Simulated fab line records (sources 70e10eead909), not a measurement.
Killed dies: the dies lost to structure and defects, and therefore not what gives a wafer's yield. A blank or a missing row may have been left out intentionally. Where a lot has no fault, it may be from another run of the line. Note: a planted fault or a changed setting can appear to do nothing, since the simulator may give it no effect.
Matching of chambers | flow nand harc | NHARC_A_CHANNEL_FILL_D2_ALD_16 on ald hk-02: 4 sister chambers
The step deposits SiO2, target thk 1.5 nm, pulse time 10 s, ald cycles 15. 27 wafers are shown with their chamber, then 12 later ones without.

## WAFERS WITH THEIR CHAMBER
wafer  | chamber | heater power w (W) | precursor pulse height rel
L075.1 | 0       | 469                | 1.013
L075.3 | 1       | 517                | 0.982
L075.6 | 1       | 497                | 1.014
L076.2 | 0       | 474                | 1.021
L076.3 | 1       | 526                | 0.953
L076.4 | 2       | 401                | 0.986
L078.4 | 1       | 497                | 1.018
L078.5 | 0       | 469                | 0.976
L078.6 | 1       | 522                | 1.033
L080.1 | 0       | 446                | 1.029
L080.4 | 3       | 478                | 0.962
L080.6 | 0       | 448                | 1.010
L082.1 | 1       | 479                | 1.013
L082.2 | 0       | 437                | 1.018
L082.4 | 3       | 473                | 1.001
L084.2 | 3       | 491                | 1.004
L084.3 | 2       | 385                | 1.016
L084.5 | 1       | 469                | 1.015
L085.2 | 1       | 475                | 0.994
L085.4 | 0       | 455                | 1.000
L085.5 | 1       | 487                | 1.010
L087.4 | 3       | 484                | 1.008
L087.5 | 0       | 442                | 1.028
L087.6 | 3       | 489                | 1.004
L088.1 | 1       | 476                | 1.005
L088.3 | 2       | 381                | 1.000
L088.4 | 0       | 442                | 1.001

SIGNATURES (means of the wafers above)
reading                    | chamber 0 | chamber 1 | chamber 2 | chamber 3 | scatter within a chamber
heater power w             | 453.56    | 494.50    | 389.00    | 483.00    | 16
precursor pulse height rel | 1.01067   | 1.00370   | 1.00067   | 0.99580   | 0.0194
Rule: a wafer's distance from a chamber is the root of the sum, over the readings, of the square of ((its reading less the chamber's mean) divided by the reading's scatter). If the next closest chamber is less than 2 further off than the closest, the wafer can't be placed; otherwise it belongs to the closest. The scatter: the root of (the sum of the squares of (reading less its chamber's mean) over the shown wafers, divided by (wafers less chambers)).

## WAFERS MISSING THEIR CHAMBER
wafer  | heater power w (W) | precursor pulse height rel
L090.1 | 497                | 1.012
L090.3 | 468                | 0.994
L090.5 | 481                | 1.005
L092.1 | 388                | 1.007
L092.2 | 445                | 0.970
L092.4 | 500                | 0.984
L095.1 | 468                | 1.022
L095.2 | 491                | 0.979
L095.5 | 437                | 1.012
L093.1 | 494                | 1.007
L093.5 | 383                | 1.018
L093.6 | 469                | 0.981

## CHAMBER TAKEN BY EACH
wafer  | from the rows above               | in truth
L090.1 | can't be placed: 1 or 3           | 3
L090.3 | can't be placed: 3 or 0 or 1      | 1
L090.5 | can't be placed: 3 or 1 or 0      | 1
L092.1 | 2                                 | 2
L092.2 | can't be placed: 0 or 3 or 1 or 2 | 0
L092.4 | can't be placed: 1 or 3           | 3
L095.1 | can't be placed: 0 or 3 or 1      | 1
L095.2 | can't be placed: 3 or 1 or 0      | 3
L095.5 | can't be placed: 0 or 3           | 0
L093.1 | can't be placed: 1 or 3           | 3
L093.5 | 2                                 | 2
L093.6 | can't be placed: 3 or 0 or 1      | 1
Correct placement for 2 of the 12. From these rows, 10 cannot be placed; in 10 the true chamber is one of the candidates. Placed wrongly: 0.
